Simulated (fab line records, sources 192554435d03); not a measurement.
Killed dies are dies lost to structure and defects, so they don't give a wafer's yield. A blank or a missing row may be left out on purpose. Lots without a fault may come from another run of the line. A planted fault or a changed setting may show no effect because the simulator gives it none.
Chamber matching | flow n5_finfet | N5_BEOL_M4_STRIP_66 on rie_diel-05: 4 sister chambers
The step strips in CF4. 16 wafers are shown with their chamber, then 8 later ones without.

WAFERS WITH THEIR CHAMBER
wafer  | chamber | drypump_motor_current_A (A) | throttle_valve_pct (%) | showerhead_plenum_p_Torr (Torr)
L080.1 | 3       | 5.7                         | 14.07                  | 1.781
L080.4 | 3       | 5.7                         | 14.09                  | 1.781
L080.5 | 2       | 5.2                         | 13.73                  | 1.718
L078.4 | 3       | 5.7                         | 14.09                  | 1.780
L078.5 | 2       | 5.1                         | 13.73                  | 1.717
L078.6 | 0       | 5.1                         | 13.66                  | 1.766
L085.1 | 3       | 5.7                         | 14.11                  | 1.778
L085.2 | 2       | 5.1                         | 13.76                  | 1.715
L085.3 | 1       | 6.0                         | 13.17                  | 1.764
L085.4 | 2       | 5.1                         | 13.75                  | 1.715
L085.5 | 1       | 6.0                         | 13.16                  | 1.764
L085.6 | 3       | 5.7                         | 14.13                  | 1.777
L083.2 | 3       | 5.7                         | 14.12                  | 1.776
L083.5 | 2       | 5.2                         | 13.76                  | 1.713
L083.6 | 1       | 6.0                         | 13.20                  | 1.762
L086.3 | 3       | 5.7                         | 14.12                  | 1.775

SIGNATURES (means of the wafers above)
reading                  | chamber 0 | chamber 1 | chamber 2 | chamber 3 | scatter within a chamber
drypump_motor_current_A  | 5.100     | 6.000     | 5.140     | 5.700     | 0.0316
throttle_valve_pct       | 13.6600   | 13.1767   | 13.7460   | 14.1043   | 0.0195
showerhead_plenum_p_Torr | 1.76600   | 1.76333   | 1.71560   | 1.77829   | 0.00211
Rule: a wafer's distance from a chamber is the root of the sum, over the readings, of the square of ((its reading less the chamber's mean) divided by the reading's scatter). The wafer belongs to the nearest chamber; if the next one is less than 2 further off, it can't be placed. The scatter: the root of (the sum of the squares of (reading less its chamber's mean) over the shown wafers, divided by (wafers less chambers)).

WAFERS WITHOUT THEIR CHAMBER
wafer  | drypump_motor_current_A (A) | throttle_valve_pct (%) | showerhead_plenum_p_Torr (Torr)
L086.4 | 5.1                         | 13.76                  | 1.712
L086.5 | 5.7                         | 14.13                  | 1.775
L089.2 | 5.1                         | 13.80                  | 1.709
L089.3 | 5.1                         | 13.13                  | 1.761
L089.6 | 6.0                         | 13.23                  | 1.758
L095.2 | 5.1                         | 13.81                  | 1.708
L095.5 | 5.1                         | 13.81                  | 1.709
L095.6 | 5.7                         | 13.58                  | 1.772

WHICH CHAMBER EACH WENT THROUGH
wafer  | from the rows above     | in truth
L086.4 | 2                       | 2
L086.5 | 3                       | 3
L089.2 | 2                       | 2
L089.3 | can't be placed: 0 or 1 | 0
L089.6 | 1                       | 1
L095.2 | 2                       | 2
L095.5 | 2                       | 2
L095.6 | 0                       | 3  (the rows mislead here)
Placed correctly: 6 of 8. Can't be placed from these rows: 1 (the true chamber is among the candidates in 1). Placed wrongly: 1.
